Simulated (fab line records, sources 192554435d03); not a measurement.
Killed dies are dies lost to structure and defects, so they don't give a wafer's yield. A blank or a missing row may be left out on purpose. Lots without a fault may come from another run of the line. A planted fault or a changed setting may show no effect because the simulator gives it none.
fab line records | flow n5_finfet
record lots=7 wafers=18 last_day=17
route steps=1938 shown BEOL_M9@1405 PASSIVATION@1936
lots that met no fault: from a run of the same line without faults
start_h: hours from the record's first day to the start of the lot's first wafer shown | wait_h: hours since the lot's step before | " the same as in the row above | L1.1+2: a row that stands for several wafers | - no value, or no start given | * or withheld: withheld | < > ~ a bound
route shown NAME@n: a module of which the file shows steps, and the number in the route of the first | usual: mean/standard deviation of fault-free wafers | same: alike in all rows | chamber/n: place in a boat | sites: the reading at each site | _std_site: their standard deviation | _edge_site: outer sites' mean less inner sites' | radius_mm: how far each site lies from the wafer's centre | mask NAME#n: copy n | behind: the tool/chamber that last shaped the wafer | hold: why the lot was held/for how many hours/how that ended | device: the transistor (n, p or np) that didn't switch | end of line: the same wafers' tests at the end of the route | a step without rows: its recipe alone | killed: dies lost to structure and defects at the first sort, not the wafer's yield | map: a wafer's dies, x killed, . not, _ none there
set.NAME: the setting as run; set.NAME@STEP: as run at that earlier step | model.NAME: the simulator's own value behind a step, which no gauge read
lots at some steps of the route; a table a step, a row a wafer
services: from which hour (start_h, from the record's first day; less than 0 if before it) a tool's chamber was out of use, for how many hours, and why
## steps
# step N5_BEOL_M9_HM_DEP_02
# recipe material=TiN target_thk_a=200 temp_c=25 chamber_pressure_pa=0.49996
# usual susceptor_temp_C=25.00/0.1 throttle_valve_pct=30.1/1.1
# columns lot.wafer tool chamber start_h wait_h susceptor_temp_C throttle_valve_pct
L506.1 pvd_sputter-01 - 215.67 0.5 25.02 31.0
L506.2 " - " " 25.07 29.1
L506.5 " - " " 25.04 28.7
L512.2 pvd_sputter-03 - 252.96 0.7 24.87 31.6
L512.3 " - " " 24.96 29.1
L512.6 " - " " 25.03 31.1
L514.2 pvd_sputter-03 - 265.77 0.8 24.99 29.6
L514.4 " - " " 24.98 28.9
L514.5 " - " " 24.99 29.3
L515.2 pvd_sputter-03 - 272.63 1.9 25.04 29.4
L515.3 " - " " 24.94 28.8
L515.6 " - " " 24.86 31.5
L521.1 pvd_sputter-03 - 295.73 0.9 25.20 29.0
L521.6 " - " " 25.09 31.5
L522.1 pvd_sputter-01 - 334.88 1.6 24.87 31.1
L522.3 " - " " 24.91 28.9
L525.1 pvd_sputter-01 - 341.98 0.7 24.93 28.9
L525.5 " - " " 25.05 31.1
# step N5_BEOL_M9_COAT_59
# recipe resist=SOC temp_c=250 time_s=60 spin_rpm=1500 resist_thk_nm=100
# step N5_BEOL_M9_COAT_60
# recipe resist=SiARC temp_c=220 time_s=60 spin_rpm=1500 resist_thk_nm=30
# step N5_BEOL_M9_COAT_05
# recipe resist=CAR-ArF spin_rpm=1500 resist_thk_nm=90
# step N5_BEOL_M9_EBR_07
# recipe solvent=PGMEA ebr_width_mm=1.5
# step N5_BEOL_M9_SOFTBAKE_06
# recipe temp_c=110 time_s=60 resist=CAR-ArF
# step N5_BEOL_M9_EXPOSE_08
# recipe mask_id=M9 na=1.35 source_shape=dipole sigma_inner=0.411 sigma_outer=0.611 polarization=te dose_mj=53.75
# step N5_BEOL_M9_PEB_09
# recipe peb_temp_c=withheld peb_time_s=60 resist=CAR-ArF
# step N5_BEOL_M9_DEVELOP_10
# recipe develop_time_s=30 developer=TMAH resist=CAR-ArF rinse_liquid=diw dry=air_spin dev_temp_c=23
# step N5_BEOL_M9_CD_MEAS_11
# recipe target_cd_nm=64.1 landing_energy_ev=500 detector=se_inlens polarity=opening
# usual cd_nm=64.2/0.62
# columns lot.wafer tool chamber start_h wait_h cd_nm
L506.1 cd_sem-02 0 216.16 - 64.5
L506.2 " 0 " " 64.2
L506.5 " 0 " " 63.9
L512.2 cd_sem-02 0 253.33 - 64.1
L512.3 " 0 " " 63.9
L512.6 " 0 " " 64.2
L514.2 cd_sem-03 0 266.14 - 64.9
L514.4 " 0 " " 64.8
L514.5 " 0 " " 64.0
L515.2 cd_sem-01 0 273.00 - 64.7
L515.3 " 0 " " 64.7
L515.6 " 0 " " 64.2
L521.1 cd_sem-01 0 296.11 - 64.3
L521.6 " 0 " " 65.0
L522.1 cd_sem-02 0 335.38 - 64.0
L522.3 " 0 " " 64.5
L525.1 cd_sem-01 0 342.54 - 64.7
L525.5 " 0 " " 64.3
# step N5_BEOL_M9_OVL_MEAS_12
# recipe points_per_wafer=44
# usual M9_OVL=0.3/0.8
# columns lot.wafer tool chamber start_h wait_h M9_OVL[nm]
L506.1 overlay-02 0 216.19 0.0 0.4
L506.2 " 0 " " -0.2
L506.5 " 0 " " 0.0
L512.2 overlay-01 0 253.36 0.0 0.5
L512.3 " 0 " " 0.4
L512.6 " 0 " " 0.1
L514.2 overlay-02 0 266.17 0.0 2.3
L514.4 " 0 " " 1.9
L514.5 " 0 " " 1.1
L515.2 overlay-01 0 273.03 0.0 0.0
L515.3 " 0 " " 0.5
L515.6 " 0 " " 0.2
L521.1 overlay-02 0 296.14 0.0 0.0
L521.6 " 0 " " -0.2
L522.1 overlay-01 0 335.41 0.0 -1.0
L522.3 " 0 " " -0.8
L525.1 overlay-02 0 342.57 0.0 0.7
L525.5 " 0 " " 0.3
# step N5_BEOL_M9_INSPECT_13
# recipe mode=adi inspect_instrument=brightfield
# usual raw_defect_count=404/82
# columns lot.wafer tool chamber start_h wait_h raw_defect_count
L506.1 defect_inspect-01 - 216.22 0.0 379
L506.2 " - " " 399
L506.5 " - " " 303
L512.2 defect_inspect-02 - 253.38 0.0 474
L512.3 " - " " 400
L512.6 " - " " 388
L514.2 defect_inspect-02 - 266.19 0.0 322
L514.4 " - " " 314
L514.5 " - " " 301
L515.2 defect_inspect-01 - 273.05 0.0 382
L515.3 " - " " 662
L515.6 " - " " 421
L521.1 defect_inspect-02 - 296.16 0.0 474
L521.6 " - " " 406
L522.1 defect_inspect-01 - 335.43 0.0 486
L522.3 " - " " 541
L525.1 defect_inspect-01 - 342.60 0.0 331
L525.5 " - " " 455
# step N5_BEOL_M9_DESCUM_16
# recipe chemistry=O2 time_s=7.9 source_power_w=50 bias_power_w=20 pressure_mtorr=20 rf_frequency_hz=2.712e+07 temp_c=40 resist=CAR-ArF o2_flow_sccm=225
# usual drypump_motor_current_A=5.6/0.34 oes_product_au=0.78/0.081 rf_vpp_V=243.1/1.2 showerhead_plenum_p_Torr=2.08/0.051 throttle_valve_pct=20.47/0.28
# columns lot.wafer tool chamber start_h wait_h drypump_motor_current_A oes_product_au rf_hours_counter_h rf_vpp_V showerhead_plenum_p_Torr throttle_valve_pct model.CAR-ArF_of_BEOL_M9_COAT_05.thk_nm
L506.1 rie_diel-04 2 216.35 0.1 6.1 0.72 171 244.4 2.18 20.35 83.4
L506.2 " 1 " " 5.8 0.81 103 242.6 2.04 20.37 83.4
L506.5 " 3 " " 5.4 0.73 - 244.6 2.15 20.27 83.2
L512.2 rie_diel-06 3 253.83 0.4 5.5 0.74 199 242.9 2.01 20.89 83.2
L512.3 " 1 " " 5.3 0.76 162 244.4 2.10 20.61 83
L512.6 " 2 " " 5.9 0.83 - 241.7 2.05 20.51 83.4
L514.2 rie_diel-06 1 266.26 0.1 5.3 0.74 168 242.8 2.09 20.61 83.8
L514.4 " 1 " " 5.3 0.75 - 243.9 2.09 20.60 83.8
L514.5 " 3 " " 5.5 0.73 - 240.3 2.01 20.88 83.6
L515.2 rie_diel-02 1 273.13 0.1 6.1 0.86 72 244.1 2.14 20.94 83.6
L515.3 " 0 " " 5.5 0.88 40 242.5 2.13 20.59 83.4
L515.6 " 0 " " 5.5 0.88 - 243.6 2.13 20.59 83.2
L521.1 rie_diel-06 0 296.20 0.0 5.1 0.97 7 243.5 2.13 19.98 82.4
L521.6 " 3 " " 5.5 0.73 - 242.0 2.00 20.89 83.6
L522.1 rie_diel-06 2 335.47 0.0 6.0 0.79 100 241.5 2.04 20.57 82.4
L522.3 " 1 " " 5.3 0.73 191 242.1 2.08 20.63 82.4
L525.1 rie_diel-06 0 342.65 0.1 5.1 0.93 22 244.1 2.13 20.00 82.6
L525.5 " 2 " " 6.0 0.79 - 242.5 2.04 20.57 83.6
# step N5_BEOL_M9_ETCH_61
# recipe chemistry=CF4 target=SiARC target_depth_a=390 mask_material=CAR-ArF time_s=65 ion_energy_ev=80 pressure_mtorr=40 source_w=545 bias_w=36 Ar_flow_sccm=100 cf4_flow_sccm=100 ends=cleared
# usual drypump_motor_current_A=5.6/0.34 etch_rf_on_time_s=65.5/1.3 oes_product_au=0.66/0.068 rf_vpp_V=184.0/1 showerhead_plenum_p_Torr=2.13/0.056 throttle_valve_pct=15.62/0.2
# columns lot.wafer tool chamber start_h wait_h drypump_motor_current_A etch_rf_on_time_s oes_product_au rf_hours_counter_h rf_vpp_V showerhead_plenum_p_Torr throttle_valve_pct model.CAR-ArF_of_BEOL_M9_COAT_05.thk_nm
L506.1 rie_diel-04 2 216.38 0.0 6.0 65.8 0.62 171 184.3 2.22 15.47 55.6
L506.2 " 1 " " 5.8 66.9 0.68 103 182.8 2.07 15.38 55.6
L506.5 " 3 " " 5.4 66.5 0.63 - 185.4 2.21 15.59 55.4
L512.2 rie_diel-06 3 253.86 0.0 5.5 65.2 0.62 199 183.4 2.04 15.90 55.4
L512.3 " 1 " " 5.4 65.1 0.66 162 184.4 2.13 15.75 55
L512.6 " 2 " " 6.0 65.2 0.70 - 183.1 2.09 15.63 55.6
L514.2 rie_diel-06 1 266.30 0.0 5.3 65.7 0.64 168 184.1 2.13 15.75 55.8
L514.4 " 1 " " 5.3 66.3 0.64 - 184.3 2.13 15.75 55.8
L514.5 " 3 " " 5.5 65.1 0.62 - 182.8 2.04 15.92 55.8
L515.2 rie_diel-02 1 273.17 0.0 6.1 66.3 0.72 72 185.1 2.16 15.85 55.6
L515.3 " 0 " " 5.5 65.3 0.74 40 184.6 2.17 15.63 55.2
L515.6 " 0 " " 5.5 64.8 0.75 - 184.5 2.17 15.61 55.2
L521.1 rie_diel-06 0 296.23 0.0 5.1 63.0 0.82 7 183.8 2.19 15.16 54.6
L521.6 " 3 " " 5.5 65.1 0.61 - 181.9 2.03 15.93 55.8
L522.1 rie_diel-06 2 335.50 0.0 6.0 66.1 0.68 100 184.6 2.08 15.67 54.2
L522.3 " 1 " " 5.3 65.7 0.62 191 184.1 2.12 15.80 54.6
L525.1 rie_diel-06 0 342.68 0.0 5.1 64.3 0.78 22 183.9 2.19 15.19 54.4
L525.5 " 2 " " 6.0 67.0 0.67 - 182.8 2.08 15.68 55.6
# step N5_BEOL_M9_ETCH_62
# recipe chemistry=N2/H2 target=SOC target_depth_a=1100 overetch_a=220 mask_material=SiARC temp_c=40 time_s=165 ion_energy_ev=200 pressure_mtorr=30 source_w=840 bias_w=150 n2_flow_sccm=200 h2_flow_sccm=200
# usual drypump_motor_current_A=5.6/0.34 oes_product_au=0.66/0.064 rf_vpp_V=523.5/2.2 showerhead_plenum_p_Torr=2.53/0.071 throttle_valve_pct=17.88/0.24
# columns lot.wafer tool chamber start_h wait_h drypump_motor_current_A oes_product_au rf_hours_counter_h rf_vpp_V showerhead_plenum_p_Torr throttle_valve_pct
L506.1 rie_diel-04 2 216.43 0.0 6.1 0.62 171 526.2 2.63 17.69
L506.2 " 1 " " 5.8 0.69 103 520.8 2.47 17.71
L506.5 " 3 " " 5.4 0.63 - 526.1 2.65 17.98
L512.2 rie_diel-06 3 253.91 0.0 5.5 0.62 199 519.4 2.43 18.21
L512.3 " 1 " " 5.3 0.63 162 522.9 2.54 17.95
L512.6 " 2 " " 6.0 0.69 - 523.3 2.48 17.80
L514.2 rie_diel-06 1 266.35 0.0 5.3 0.64 168 525.4 2.54 17.96
L514.4 " 1 " " 5.3 0.64 - 524.6 2.54 17.97
L514.5 " 3 " " 5.6 0.62 - 520.5 2.43 18.23
L515.2 rie_diel-02 1 273.22 0.0 6.1 0.72 72 525.8 2.58 18.20
L515.3 " 0 " " 5.5 0.74 40 525.0 2.60 18.07
L515.6 " 0 " " 5.5 0.74 - 524.6 2.60 18.06
L521.1 rie_diel-06 0 296.28 0.0 5.1 0.81 7 524.9 2.61 17.33
L521.6 " 3 " " 5.6 0.61 - 519.1 2.42 18.25
L522.1 rie_diel-06 2 335.55 0.0 6.0 0.68 100 522.7 2.46 17.87
L522.3 " 1 " " 5.3 0.63 191 522.4 2.53 18.01
L525.1 rie_diel-06 0 342.73 0.0 5.1 0.78 22 526.0 2.60 17.35
L525.5 " 2 " " 6.0 0.67 - 521.8 2.46 17.87
# step N5_PASSIVATION_PROBE_49
# usual defect_limited_yield=91.1/1.3 killed_at_M0_to_M3=35/11 killed_at_M4_up=13/5.4 killed_at_contacts=14/6.5 killed_at_front_end=41/11 killed_at_other=4/3.1 killed_dies=106/15 killed_open=69/12 killed_short=35/7 sort_bin_5_function=5.2/0.86 sort_bin_6_memory=3.4/0.64 sort_n_pass=1074/15 sort_yield_pct=91.0/1.3
# same gross_dies=1180 killed_at_back_side=0 sort_bin_4_leakage[%]=0 sort_bin_8_speed[%]=0
# columns lot.wafer tool chamber start_h wait_h defect_limited_yield[%] killed_at_M0_to_M3 killed_at_M4_up killed_at_contacts killed_at_front_end killed_at_other killed_dies killed_open killed_short sort_bin_5_function[%] sort_bin_6_memory[%] sort_n_pass sort_yield_pct[%]
L506.1 prober-01 - 277.83 0.0 91.9 32 15 9 40 0 96 64 32 4.8 3.1 1084 91.9
L506.2 prober-01 - 277.88 0.1 91.4 30 18 7 45 1 101 63 34 4.7 3.4 1079 91.4
L506.5 prober-01 - 278.03 0.2 90.1 40 25 6 44 2 117 86 29 5.7 3.8 1063 90.1
L512.2 prober-02 - 314.50 0.1 93.1 28 16 7 28 3 82 56 23 4.4 2.4 1098 93.1
L512.3 prober-02 - 314.55 0.1 93.1 39 8 10 22 3 82 52 26 4.2 2.4 1098 93.1
L512.6 prober-02 - 314.70 0.3 91.4 52 13 9 28 0 102 66 31 5.7 2.7 1078 91.4
L525.1 prober-02 - 413.25 0.0 87.8 58 14 29 33 10 144 84 57 6.9 4.7 1036 87.8
L525.5 prober-02 - 413.45 0.2 88.8 47 15 10 55 5 132 84 46 6.6 4.2 1048 88.8
# killed by level:class
L506.1 BEOL_M4:geometric_particle:open=11 FIN_SAQP:geometric_particle:open=9 FIN_SAQP:geometric_particle:short=9 STI_FIN_REVEAL:geometric_particle:open=9 BEOL_M0_SAQP:geometric_particle:short=7 BEOL_M3:geometric_particle:open=7 MOL_CONTACT_COAG:geometric_particle:open=6 BEOL_M2:geometric_particle:open=6
L506.2 FIN_SAQP:geometric_particle:open=11 FIN_SAQP:geometric_particle:short=11 BEOL_M4:geometric_particle:open=10 BEOL_M3:geometric_particle:open=7 MOL_CONTACT_COAG:geometric_particle:open=6 BEOL_M1:geometric_particle:short=6 BEOL_M0_SAQP:geometric_particle:open=5 STI_FIN_REVEAL:geometric_particle:open=3
L506.5 BEOL_M4:geometric_particle:open=15 BEOL_M2:geometric_particle:open=11 BEOL_M3:geometric_particle:open=9 FIN_SAQP:geometric_particle:open=8 DUMMY_GATE:geometric_particle:open=8 ILD0:geometric_particle:open=8 ILD0:geometric_particle:short=6 BEOL_M0_SAQP:geometric_particle:open=5
L512.2 STI_FIN_REVEAL:geometric_particle:open=8 BEOL_M1:geometric_particle:open=8 BEOL_M3:geometric_particle:open=8 MOL_CONTACT_COAG:geometric_particle:open=7 BEOL_M4:geometric_particle:open=7 FIN_SAQP:geometric_particle:short=4 DUMMY_GATE:geometric_particle:open=3 ILD0:geometric_particle:short=3
L512.3 BEOL_M3:geometric_particle:open=10 BEOL_M0_SAQP:geometric_particle:open=8 MOL_CONTACT_COAG:geometric_particle:open=7 BEOL_M0_SAQP:geometric_particle:short=7 GATE_CUT:geometric_particle:short=6 BEOL_M1:geometric_particle:open=5 BEOL_M2:geometric_particle:open=5 BEOL_M4:geometric_particle:open=4
L512.6 BEOL_M3:geometric_particle:open=14 BEOL_M0_SAQP:geometric_particle:open=10 BEOL_M1:geometric_particle:open=9 MOL_CONTACT_COAG:geometric_particle:open=8 BEOL_M0_SAQP:geometric_particle:short=8 FIN_SAQP:geometric_particle:short=6 GATE_CUT:geometric_particle:open=5 STI_FIN_REVEAL:geometric_particle:open=4
L525.1 MOL_CONTACT_COAG:geometric_particle:open=23 BEOL_M0_SAQP:geometric_particle:short=12 BEOL_M0_SAQP:geometric_particle:open=8 BEOL_M3:geometric_particle:open=8 FIN_SAQP:geometric_particle:open=7 FIN_SAQP:geometric_particle:short=7 BEOL_M1:geometric_particle:open=7 STI_FIN_REVEAL:geometric_particle:open=6
L525.5 STI_FIN_REVEAL:geometric_particle:open=14 BEOL_M0_SAQP:geometric_particle:open=13 FIN_SAQP:geometric_particle:short=10 BEOL_M0_SAQP:geometric_particle:short=9 MOL_CONTACT_COAG:geometric_particle:open=8 BEOL_M1:geometric_particle:open=8 GATE_CUT:geometric_particle:open=7 BEOL_M4:geometric_particle:short=7
## services
# columns tool chamber start_h hours kind
rie_diel-02 2 199.12 3.9 repair
rie_diel-06 - 201.04 0.4 repair
rie_diel-04 2 210.52 4.3 repair
rie_diel-04 0 233.13 1.3 repair
rie_diel-06 3 237.11 10.1 repair
rie_diel-06 0 256.68 - clean
rie_diel-06 0 256.68 - consumable_replace:focus_ring
rie_diel-06 0 256.68 16.4 scheduled_down
rie_diel-06 0 256.68 16.4 vent_cycle
rie_diel-02 2 262.89 2.0 repair
rie_diel-02 - 275.04 4.0 pm
rie_diel-02 2 291.71 6.1 repair
rie_diel-06 2 293.86 4.5 repair
rie_diel-06 3 298.24 2.1 repair
rie_diel-04 0 299.28 - clean
rie_diel-04 0 299.28 - consumable_replace:focus_ring
## key
first_sign none at tools or gauges
model_effect step=N5_BEOL_M9_DESCUM_16 value=CAR-ArF_of_BEOL_M9_COAT_05.thk_nm without=83.4 struck=82.45
model_effect step=N5_BEOL_M9_ETCH_61 value=CAR-ArF_of_BEOL_M9_COAT_05.thk_nm without=55.45 struck=54.45
met_at N5_BEOL_M9_DESCUM_16
struck_wafers L521.1,L522.1,L522.3,L525.1
onset_between 266.26 296.20
fault kind=process_parameter_drift tool=rie_diel-06 chamber=- onset_h=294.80 steps=N5_BEOL_M9_DESCUM_16 channel=time_s offset=* shape=step end_h=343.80 scope=struck_wafers_only acts_in=* stated=*
